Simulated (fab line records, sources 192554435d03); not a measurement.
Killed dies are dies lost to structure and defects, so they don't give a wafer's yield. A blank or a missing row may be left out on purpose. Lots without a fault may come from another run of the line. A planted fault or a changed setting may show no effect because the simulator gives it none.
fab line records | flow n5_finfet | part 2 of 2: steps 4 to 6 of 6
record lots=22 wafers=66 last_day=19
route steps=1938 shown BEOL_M6@1238 BEOL_M7@1280
lots that met no fault: from a run of the same line without faults
start_h: hours from the record's first day to the start of the lot's first wafer shown | wait_h: hours since the lot's step before | " the same as in the row above | L1.1+2: a row that stands for several wafers | - no value, or no start given | * or withheld: withheld | < > ~ a bound
route shown NAME@n: a module of which the file shows steps, and the number in the route of the first | usual: mean/standard deviation of fault-free wafers | same: alike in all rows | chamber/n: place in a boat | sites: the reading at each site | _std_site: their standard deviation | _edge_site: outer sites' mean less inner sites' | radius_mm: how far each site lies from the wafer's centre | mask NAME#n: copy n | behind: the tool/chamber that last shaped the wafer | hold: why the lot was held/for how many hours/how that ended | device: the transistor (n, p or np) that didn't switch | end of line: the same wafers' tests at the end of the route | a step without rows: its recipe alone | killed: dies lost to structure and defects at the first sort, not the wafer's yield | map: a wafer's dies, x killed, . not, _ none there
set.NAME: the setting as run; set.NAME@STEP: as run at that earlier step | model.NAME: the simulator's own value behind a step, which no gauge read
steps of the route over a sample of lots; a table a step, a row a wafer
services: from which hour (start_h, from the record's first day; less than 0 if before it) a tool's chamber was out of use, for how many hours, and why
## steps
# step N5_BEOL_M7_ETCH_62
# recipe chemistry=N2/H2 target=SOC target_depth_a=1100 overetch_a=220 mask_material=SiARC temp_c=40 time_s=165 ion_energy_ev=200 pressure_mtorr=30 source_w=840 bias_w=150 n2_flow_sccm=200 h2_flow_sccm=200
# usual drypump_motor_current_A=5.9/0.61 oes_product_au=0.66/0.048 rf_vpp_V=523.0/2.4 showerhead_plenum_p_Torr=2.52/0.082 throttle_valve_pct=17.90/0.24
# columns lot.wafer tool chamber start_h wait_h drypump_motor_current_A oes_product_au rf_hours_counter_h rf_vpp_V showerhead_plenum_p_Torr throttle_valve_pct
L074.1 rie_diel-06 1 232.46 0.0 6.0 0.60 210 525.1 2.63 18.24
L074.3 " 2 " " 5.8 0.64 152 521.5 2.44 17.99
L074.5 " 3 " " 4.9 0.63 - 522.7 2.54 17.94
L076.2 rie_diel-06 3 232.79 0.0 5.0 0.62 169 522.9 2.54 17.93
L076.3 " 1 " " 6.0 0.60 210 525.5 2.63 18.24
L076.5 " 1 " " 6.0 0.60 - 527.2 2.63 18.22
L075.1 rie_diel-02 2 236.96 0.0 6.5 0.68 89 521.1 2.47 17.69
L075.3 " 0 " " 5.4 0.73 69 524.6 2.58 17.74
L075.6 " 1 " " 6.4 0.62 - 526.4 2.65 17.64
L077.2 rie_diel-06 2 243.65 0.0 5.7 0.64 155 520.2 2.44 17.98
L077.4 " 1 " " 6.0 0.60 213 527.2 2.63 18.24
L077.6 " 0 " " 6.5 0.74 - 526.0 2.59 17.74
L078.1 rie_diel-02 1 253.98 0.0 6.4 0.62 182 526.0 2.65 17.68
L078.4 " 0 " " 5.4 0.72 75 525.0 2.58 17.71
L078.6 " 2 " " 6.5 0.68 - 520.2 2.46 17.72
L079.1 rie_diel-02 2 262.35 0.0 6.5 0.68 97 521.4 2.46 17.69
L079.2 " 0 " " 5.4 0.72 77 524.7 2.58 17.71
L079.4 " 1 " " 6.4 0.62 184 527.0 2.65 17.66
L080.1 rie_diel-06 0 266.86 0.0 6.5 0.73 38 525.4 2.59 17.76
L080.3 " 2 " " 5.7 0.63 161 520.2 2.43 18.00
L080.4 " 3 " " 5.0 0.62 179 522.6 2.54 17.94
L081.2 rie_diel-02 1 266.88 0.0 6.4 0.61 186 526.1 2.65 17.69
L081.4 " 0 " " 5.4 0.71 79 524.8 2.58 17.72
L081.6 " 3 " " 6.8 0.66 - 521.5 2.47 18.37
L082.1 rie_diel-02 1 273.30 0.0 6.4 0.62 188 527.0 2.65 17.67
L082.4 " 3 " " 6.8 0.67 119 521.0 2.47 18.38
L082.6 " 0 " " 5.4 0.72 - 525.0 2.58 17.72
L085.2 rie_diel-02 0 278.82 0.0 5.4 0.71 82 524.9 2.58 17.73
L085.4 " 2 " " 6.6 0.67 101 521.2 2.46 17.71
L085.6 " 2 " " 6.6 0.66 - 521.1 2.46 17.70
L083.1 rie_diel-06 0 282.40 0.0 6.5 0.73 42 526.2 2.59 17.75
L083.2 " 2 " " 5.7 0.63 166 520.0 2.43 18.01
L083.5 " 2 " " 5.6 0.63 - 519.8 2.43 18.02
L084.2 rie_diel-02 0 294.68 0.0 5.4 0.70 86 524.7 2.57 17.74
L084.4 " 2 " " 6.5 0.66 106 521.5 2.46 17.72
L084.5 " 3 " " 6.8 0.66 - 520.9 2.47 18.38
L087.3 rie_diel-04 2 297.82 0.0 5.2 0.58 232 520.3 2.39 17.75
L087.4 " 1 " " 5.1 0.70 72 524.8 2.56 17.87
L087.5 " 2 " " 5.2 0.58 - 518.9 2.39 17.74
L089.1 rie_diel-02 0 300.63 0.0 5.4 0.70 88 524.9 2.57 17.76
L089.2 " 3 " " 6.8 0.66 127 521.7 2.46 18.38
L089.4 " 1 " " 6.4 0.61 195 526.0 2.65 17.69
L086.2 rie_diel-04 2 300.80 0.0 5.2 0.58 233 519.8 2.39 17.74
L086.4 " 0 " " 6.0 0.73 - 523.2 2.47 17.70
L086.5 " 1 " " 5.1 0.70 - 524.0 2.56 17.88
L088.1 rie_diel-02 0 315.95 0.0 5.4 0.70 93 525.8 2.57 17.75
L088.2 " 2 " " 6.5 0.66 112 522.9 2.46 17.73
L088.5 " 0 " " 5.4 0.70 - 524.4 2.57 17.75
L090.1 rie_diel-04 0 322.35 0.0 6.0 0.73 75 522.5 2.47 17.73
L090.4 " 1 " " 5.1 0.69 81 523.6 2.56 17.89
L090.6 " 0 " " 6.0 0.72 - 521.7 2.47 17.72
L091.1 rie_diel-02 3 335.14 0.0 6.8 0.65 139 520.6 2.46 18.41
L091.2 " 1 " " 6.4 0.60 206 524.9 2.64 17.72
L091.4 " 3 " " 6.8 0.65 - 519.9 2.46 18.42
L093.2 rie_diel-02 1 344.70 0.0 6.4 0.60 210 527.1 2.64 17.71
L093.4 " 2 " " 6.5 0.65 120 522.6 2.45 17.75
L093.6 " 1 " " 6.4 0.60 - 526.0 2.64 17.73
L095.1 rie_diel-04 2 348.26 0.0 5.2 0.57 248 520.4 2.38 17.78
L095.3 " 0 " " 6.0 0.72 82 521.8 2.46 17.75
L095.4 " 1 " " 5.2 0.69 88 524.4 2.56 17.91
L096.1 rie_diel-04 3 348.51 0.0 5.6 0.63 173 520.8 2.42 17.98
L096.3 " 2 " " 5.2 0.58 249 521.0 2.39 17.78
L096.4 " 1 " " 5.1 0.69 88 526.3 2.56 17.91
L097.1 rie_diel-06 0 368.33 0.0 6.5 0.70 70 526.7 2.58 17.80
L097.3 " 1 " " 6.1 0.58 248 526.6 2.62 18.30
L097.6 " 2 " " 5.7 0.62 - 520.5 2.42 18.04
# step N5_BEOL_M7_HM_OPEN_17
# recipe chemistry=Cl2/BCl3 target_depth_a=200 overetch_a=60 target=TiN mask_material=SOC ion_energy_ev=150 pressure_mtorr=10 icp_w=1000 bias_w=126 Cl2_flow_sccm=53.25 bcl3_flow_sccm=21.75 Ar_flow_sccm=25
# usual drypump_motor_current_A=5.5/0.35 oes_product_au=0.61/0.081 throttle_valve_pct=22.26/0.25
# columns lot.wafer tool chamber start_h wait_h drypump_motor_current_A oes_product_au rf_hours_counter_h throttle_valve_pct
L074.1 rie_metal-03 1 232.64 0.0 6.0 0.66 39 22.13
L074.3 " 1 " " 6.0 0.67 - 22.14
L074.5 " 1 " " 6.0 0.66 - 22.15
L076.2 rie_metal-03 0 232.98 0.0 5.2 0.54 110 22.58
L076.3 " 1 " " 6.0 0.65 - 22.16
L076.5 " 1 " " 6.0 0.65 - 22.14
L075.1 rie_metal-01 1 237.15 0.0 5.3 0.60 66 22.00
L075.3 " 1 " " 5.3 0.59 - 22.01
L075.6 " 0 " " 5.6 0.56 - 22.34
L077.2 rie_metal-01 0 243.83 0.0 5.6 0.56 91 22.32
L077.4 " 1 " " 5.3 0.60 - 21.97
L077.6 " 1 " " 5.3 0.59 - 21.99
L078.1 rie_metal-01 0 254.17 0.0 5.6 0.56 91 22.33
L078.4 " 1 " " 5.3 0.60 - 21.98
L078.6 " 0 " " 5.6 0.56 - 22.32
L079.1 rie_metal-01 0 262.54 0.0 5.5 0.55 92 22.34
L079.2 " 1 " " 5.3 0.60 67 22.00
L079.4 " 0 " " 5.6 0.55 - 22.34
L080.1 rie_metal-02 0 267.05 0.0 6.0 0.56 109 22.97
L080.3 " 0 " " 6.0 0.56 - 22.98
L080.4 " 1 " " 5.1 0.58 - 22.11
L081.2 rie_metal-03 0 267.07 0.0 5.3 0.54 113 22.58
L081.4 " 0 " " 5.3 0.55 - 22.58
L081.6 " 0 " " 5.3 0.55 - 22.57
L082.1 rie_metal-01 0 273.48 0.0 5.6 0.55 92 22.31
L082.4 " 1 " " 5.3 0.60 - 21.98
L082.6 " 1 " " 5.3 0.60 - 22.00
L085.2 rie_metal-01 1 279.00 0.0 5.3 0.59 68 22.02
L085.4 " 1 " " 5.3 0.58 - 22.01
L085.6 " 1 " " 5.3 0.59 - 21.98
L083.1 rie_metal-01 0 282.59 0.0 5.6 0.55 93 22.33
L083.2 " 1 " " 5.3 0.59 69 21.99
L083.5 " 0 " " 5.6 0.55 - 22.33
L084.2 rie_metal-02 1 294.86 0.0 5.1 0.58 96 22.13
L084.4 " 0 " " 6.0 0.55 - 22.99
L084.5 " 1 " " 5.1 0.57 - 22.14
L087.3 rie_metal-03 1 298.07 0.1 6.0 0.64 - 22.18
L087.4 " 1 " " 6.0 0.64 - 22.16
L087.5 " 1 " " 6.0 0.64 - 22.17
L089.1 rie_metal-02 0 300.82 0.0 6.0 0.54 112 23.00
L089.2 " 1 " " 5.1 0.56 97 22.16
L089.4 " 1 " " 5.1 0.57 - 22.14
L086.2 rie_metal-01 0 300.98 0.0 5.6 0.55 96 22.32
L086.4 " 0 " " 5.6 0.55 - 22.32
L086.5 " 1 " " 5.3 0.59 - 22.00
L088.1 rie_metal-02 1 316.14 0.0 5.1 0.56 99 22.14
L088.2 " 1 " " 5.1 0.57 - 22.12
L088.5 " 1 " " 5.1 0.56 - 22.14
L090.1 rie_metal-02 1 322.54 0.0 5.1 0.57 101 22.13
L090.4 " 1 " " 5.1 0.57 - 22.14
L090.6 " 1 " " 5.1 0.56 - 22.14
L091.1 rie_metal-01 0 335.33 0.0 5.6 0.54 99 22.33
L091.2 " 1 " " 5.3 0.59 74 22.01
L091.4 " 0 " " 5.5 0.54 - 22.36
L093.2 rie_metal-02 0 344.89 0.0 6.0 0.82 2 22.33
L093.4 " 0 " " 6.0 0.81 - 22.31
L093.6 " 1 " " 5.1 0.56 - 22.13
L095.1 rie_metal-02 1 348.44 0.0 5.1 0.56 103 22.15
L095.3 " 1 " " 5.1 0.56 - 22.16
L095.4 " 0 " " 6.0 0.82 - 22.34
L096.1 rie_metal-03 0 348.72 0.0 5.3 0.79 3 22.53
L096.3 " 1 " " 6.0 0.63 - 22.19
L096.4 " 0 " " 5.3 0.80 - 22.54
L097.1 rie_metal-02 0 368.52 0.0 6.0 0.78 5 22.35
L097.3 " 0 " " 6.0 0.79 - 22.35
L097.6 " 0 " " 6.1 0.79 - 22.33
# step N5_BEOL_M7_CD_MEAS_28
# recipe target_cd_nm=40 landing_energy_ev=500 detector=se_inlens
# usual cd_nm=39.98/0.24
# columns lot.wafer tool chamber start_h wait_h cd_nm
L074.1 cd_sem-01 0 235.06 - 40.16
L074.3 " 0 " " 40.46
L074.5 " 0 " " 40.33
L076.2 cd_sem-03 0 235.23 - 40.31
L076.3 " 0 " " 40.52
L076.5 " 0 " " 40.10
L075.1 cd_sem-02 0 238.36 - 39.92
L075.3 " 0 " " 40.06
L075.6 " 0 " " 40.09
L077.2 cd_sem-01 0 245.56 - 40.15
L077.4 " 0 " " 39.98
L077.6 " 0 " " 39.93
L078.1 cd_sem-03 0 255.08 - 40.24
L078.4 " 0 " " 39.90
L078.6 " 0 " " 39.71
L079.1 cd_sem-02 0 265.19 - 39.82
L079.2 " 0 " " 40.22
L079.4 " 0 " " 39.87
L081.2 cd_sem-02 0 268.35 - 40.19
L081.4 " 0 " " 39.93
L081.6 " 0 " " 39.85
L080.1 cd_sem-03 0 268.39 - 39.76
L080.3 " 0 " " 39.85
L080.4 " 0 " " 40.19
L082.1 cd_sem-03 0 276.95 - 39.68
L082.4 " 0 " " 39.73
L082.6 " 0 " " 39.75
L085.2 cd_sem-01 0 281.09 - 40.16
L085.4 " 0 " " 40.46
L085.6 " 0 " " 39.84
L083.1 cd_sem-02 0 283.79 - 39.86
L083.2 " 0 " " 39.77
L083.5 " 0 " " 40.19
L084.2 cd_sem-01 0 295.75 - 39.88
L084.4 " 0 " " 40.27
L084.5 " 0 " " 39.91
L087.3 cd_sem-01 0 301.04 - 39.57
L087.4 " 0 " " 39.91
L087.5 " 0 " " 40.24
L089.1 cd_sem-02 0 302.09 - 39.41
L089.2 " 0 " " 39.93
L089.4 " 0 " " 39.67
L086.2 cd_sem-03 0 302.24 - 40.05
L086.4 " 0 " " 39.65
L086.5 " 0 " " 40.04
L088.1 cd_sem-02 0 320.42 - 39.79
L088.2 " 0 " " 40.24
L088.5 " 0 " " 39.74
L090.1 cd_sem-03 0 324.00 - 39.82
L090.4 " 0 " " 40.00
L090.6 " 0 " " 39.70
L091.1 cd_sem-01 0 338.50 - 39.51
L091.2 " 0 " " 40.04
L091.4 " 0 " " 39.85
L093.2 cd_sem-03 0 347.21 - 39.93
L093.4 " 0 " " 40.01
L093.6 " 0 " " 39.88
L095.1 cd_sem-03 0 349.33 - 39.93
L095.3 " 0 " " 39.78
L095.4 " 0 " " 39.70
L096.1 cd_sem-02 0 349.37 - 40.40
L096.3 " 0 " " 40.07
L096.4 " 0 " " 40.10
L097.1 cd_sem-02 0 370.37 - 39.75
L097.3 " 0 " " 39.88
L097.6 " 0 " " 39.97
## services
# columns tool chamber start_h hours kind
rie_diel-03 2 206.92 7.6 repair
rie_diel-05 3 208.59 - clean
rie_diel-05 3 208.59 - consumable_replace:focus_ring
rie_diel-05 3 208.59 21.5 scheduled_down
rie_diel-05 3 208.59 21.5 vent_cycle
rie_diel-04 - 216.50 0.6 repair
pecvd-02 - 223.37 1.4 repair
pecvd-02 0 226.94 5.0 scheduled_down
rie_diel-02 1 227.08 8.1 repair
rie_diel-04 1 232.09 5.6 repair
rie_metal-01 - 245.07 1.4 pm
rie_diel-03 - 255.51 15.6 pm
pecvd-02 1 260.62 5.5 scheduled_down
rie_diel-05 - 266.94 15.6 pm
rie_diel-01 - 288.94 2.8 pm
pecvd-01 1 292.97 3.6 repair
rie_diel-05 0 293.56 3.4 repair
rie_diel-06 3 296.14 2.1 repair
pecvd-01 - 297.04 28.1 pm
rie_diel-02 2 333.65 4.7 repair
rie_metal-01 1 337.69 2.3 repair
rie_diel-04 2 352.44 - clean
rie_diel-04 2 352.44 - consumable_replace:focus_ring
rie_metal-02 1 360.25 1.3 repair
